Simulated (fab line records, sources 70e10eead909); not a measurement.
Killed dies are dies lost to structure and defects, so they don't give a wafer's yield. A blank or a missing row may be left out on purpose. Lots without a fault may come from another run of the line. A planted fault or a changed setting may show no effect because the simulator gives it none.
Which tool did it? | flow nand_harc | 12 lots, 36 wafers sampled, at 3 steps of a route of 1159

WHAT THE GAUGES READ, wafer by wafer
NHARC_A_CONTACT_CD_MEAS_69: target cd 200 nm.
lot  | measured     | on        | cd_nm (nm)
L076 | day 17 18:51 | cd_sem-01 | 200.8 201.3 200.5
L077 | day 18 08:26 | cd_sem-01 | 198.9 200.2 199.7
L081 | day 18 09:43 | cd_sem-01 | 200.6 200.4 200.8
L082 | day 18 21:52 | cd_sem-01 | 200.1 200.6 200.5
L083 | day 19 09:06 | cd_sem-01 | 201.1 200.3 200.3
L084 | day 19 06:47 | cd_sem-01 | 199.4 200.1 199.5
L085 | day 19 17:57 | cd_sem-02 | 200.6 200.6 198.9
L088 | day 21 02:11 | cd_sem-02 | 200.2 199.8 200.2
L093 | day 21 00:49 | cd_sem-02 | 199.9 199.2 200.3
L092 | day 21 07:51 | cd_sem-01 | 200.3 201.0 199.7
L096 | day 21 16:20 | cd_sem-01 | 200.3 200.0 200.2
L097 | day 22 16:43 | cd_sem-03 | 199.7 201.0 199.6

WHICH TOOL RAN EACH LOT (tool, then ch and the chambers of the sampled wafers, then the start)
lot  | NHARC_A_WL_FILL_ALD_00           | NHARC_A_CONTACT_ETCH_117
L076 | ald_hk-02 ch 0,2,3, day 15 23:19 | har_cap_etch-02 ch 0,1, day 17 13:57
L077 | ald_hk-04 ch 0,2,3, day 15 23:26 | har_cap_etch-01 ch 0,1, day 18 01:02
L081 | ald_hk-01 ch 0,1,3, day 16 04:10 | har_cap_etch-03 ch 0,1, day 18 02:16
L082 | ald_hk-02 ch 0,1,2, day 16 19:07 | har_cap_etch-01 ch 0,1, day 18 14:14
L083 | ald_hk-02 ch 0,1, day 17 02:47   | har_cap_etch-03 ch 0, day 19 04:20
L084 | ald_hk-01 ch 0,1,3, day 17 13:58 | har_cap_etch-01 ch 0,1, day 19 02:04
L085 | ald_hk-02 ch 1,2, day 18 06:05   | har_cap_etch-02 ch 0,1, day 19 13:10
L088 | ald_hk-02 ch 0,1,3, day 19 01:07 | har_cap_etch-03 ch 0,1, day 20 19:10
L093 | ald_hk-04 ch 2,3, day 19 01:16   | har_cap_etch-01 ch 1, day 20 18:26
L092 | ald_hk-02 ch 0,1,2, day 19 04:30 | har_cap_etch-01 ch 0,1, day 21 00:24
L096 | ald_hk-04 ch 0,1, day 19 20:20   | har_cap_etch-03 ch 0,1, day 21 06:29
L097 | ald_hk-04 ch 0,1,3, day 20 19:55 | har_cap_etch-03 ch 0,1, day 22 11:55
- NHARC_A_WL_FILL_ALD_00: deposits Al2O3, target thk 3 nm, pulse time 3 s, ald cycles 30.
- NHARC_A_CONTACT_ETCH_117: etches the open film in C4F8/O2/Ar, time 94 s, target depth 922 nm.

THE ANSWER, worked out from the rows above alone
Rule: what is usual is taken from the lots themselves. Put in order of their means at a reading, lots are off if they are a third of the lots or fewer, leave a main group of 4 or more, and stand apart from it by a gap of 3 or more times the standard deviation of the main group's means; of several such gaps the widest counts. A main group whose means are all the same, to the digits that the tables above print for the reading, isn't used. A lot without any number at a reading at which 4 lots or more have one is off too. The other lots that the step has rows for count as sound.
No lot is off at any reading shown: from this, nothing can be told.

WHAT THE SIMULATOR HAD PUT IN
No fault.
